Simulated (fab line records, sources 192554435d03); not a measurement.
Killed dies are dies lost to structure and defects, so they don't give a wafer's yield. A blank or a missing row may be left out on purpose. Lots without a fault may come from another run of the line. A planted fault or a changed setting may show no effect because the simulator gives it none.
Split-lot experiment | flow n5_finfet | 7 lots, 21 wafers read, on a route of 1938 steps

THE SPLIT
At N5_BEOL_M0_SAQP_CUT_ETCH_46 (etches SOC in N2/H2, target depth 135 nm, overetch 27 nm, time 202.5 s), the setting time_s was moved away from the recipe's 202.5 s on 7 of the 21 wafers read, by -21.9% to +17.6%. The other wafers ran this setting at the recipe's value.

The reading is taken at the split's own step.

THE READING
SiARC_of_BEOL_M0_SAQP_COAT_72.thk_nm (the simulator's own value, which no gauge read), in nm, at N5_BEOL_M0_SAQP_CUT_ETCH_46 (etches SOC in N2/H2, target depth 135 nm, overetch 27 nm, time 202.5 s). The file gives no usual value for it. The 14 wafers here that ran the recipe average 4.9 nm, standard deviation 0.4 nm.

wafer  | tool, chamber at the split | time_s as run, s | against the recipe | SiARC_of_BEOL_M0_SAQP_COAT_72.thk_nm, nm | against lot-mates on the recipe
L074.2 | rie_diel-01, 0             | 202.5            | recipe             | 4.8                                      | -
L074.4 | rie_diel-01, 2             | 202.5            | recipe             | 5.2                                      | -
L074.6 | rie_diel-01, 2             | 226.4            | +11.8%             | 4                                        | -1.0
L080.2 | rie_diel-01, 0             | 237.7            | +17.4%             | 3.2                                      | -1.0
L080.5 | rie_diel-01, 2             | 237.7            | +17.4%             | 3.4                                      | -0.8
L080.6 | rie_diel-01, 1             | 202.5            | recipe             | 4.2                                      | -
L081.1 | rie_diel-01, 3             | 202.5            | recipe             | 5.2                                      | -
L081.3 | rie_diel-01, 1             | 202.5            | recipe             | 4.4                                      | -
L081.5 | rie_diel-01, 2             | 202.5            | recipe             | 5.4                                      | -
L084.2 | rie_diel-06, 1             | 238.1            | +17.6%             | 3                                        | -2.4
L084.3 | rie_diel-06, 0             | 238.1            | +17.6%             | 4                                        | -1.4
L084.4 | rie_diel-06, 2             | 202.5            | recipe             | 5.4                                      | -
L085.1 | rie_diel-01, 1             | 202.5            | recipe             | 4.4                                      | -
L085.2 | rie_diel-01, 3             | 202.5            | recipe             | 5.6                                      | -
L085.3 | rie_diel-01, 0             | 233.2            | +15.2%             | 3.8                                      | -1.2
L089.1 | rie_diel-05, 1             | 202.5            | recipe             | 5                                        | -
L089.4 | rie_diel-05, 3             | 158.1            | -21.9%             | 7.4                                      | +2.5
L089.6 | rie_diel-05, 0             | 202.5            | recipe             | 4.8                                      | -
L094.1 | rie_diel-05, 3             | 202.5            | recipe             | 5.2                                      | -
L094.2 | rie_diel-05, 0             | 202.5            | recipe             | 4.8                                      | -
L094.6 | rie_diel-05, 0             | 202.5            | recipe             | 4.8                                      | -

THE FIT
A straight line over all 21 wafers: SiARC_of_BEOL_M0_SAQP_COAT_72.thk_nm changes by -0.0939 nm for each +1% of time_s; r = -0.92; the points scatter about the line by 0.4 nm.
The same after taking each lot's own level away (the mean of its wafers on the recipe; 21 wafers): -0.0909 nm for each +1%; r = -0.90; scatter 0.42 nm.
On that fit, the largest move of time_s shifts the reading by 2 nm.
The lots' own levels span 4.20 to 5.40 nm, that is 3.0 times the standard deviation above.
So the lot-to-lot level changes the slope little: the two slopes agree.
Check: with one of the wafers moved furthest among these (-21.9%) left out of the fit, the line predicts +1.76 nm for it against its lot-mates. It came out at +2.5 nm against them.

OTHER SPLITS ON THESE WAFERS
These wafers also went through other splits before the reading. Each is held against what the fit with the lots' levels taken away leaves over:
other split on the same wafers            | wafers away from the commonest value | r with SiARC_of_BEOL_M0_SAQP_COAT_72.thk_nm (lot level and that fit taken away)
N5_HKMG_FIN_ETCH_32 bias_w                | 6                                    | +0.16
N5_MOL_CONTACT_COAG_ETCH_105 bias_w       | 2                                    | -0.38
N5_MOL_CONTACT_COAG_ETCH_124 source_w     | 9                                    | +0.12
N5_BEOL_M0_SAQP_SPACER1_ALD_98 ald_cycles | 8                                    | -0.32

THE FILE'S OWN FIT
SiARC_of_BEOL_M0_SAQP_COAT_72.thk_nm changes by -0.0916 nm for each +1% of time_s, r = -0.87.
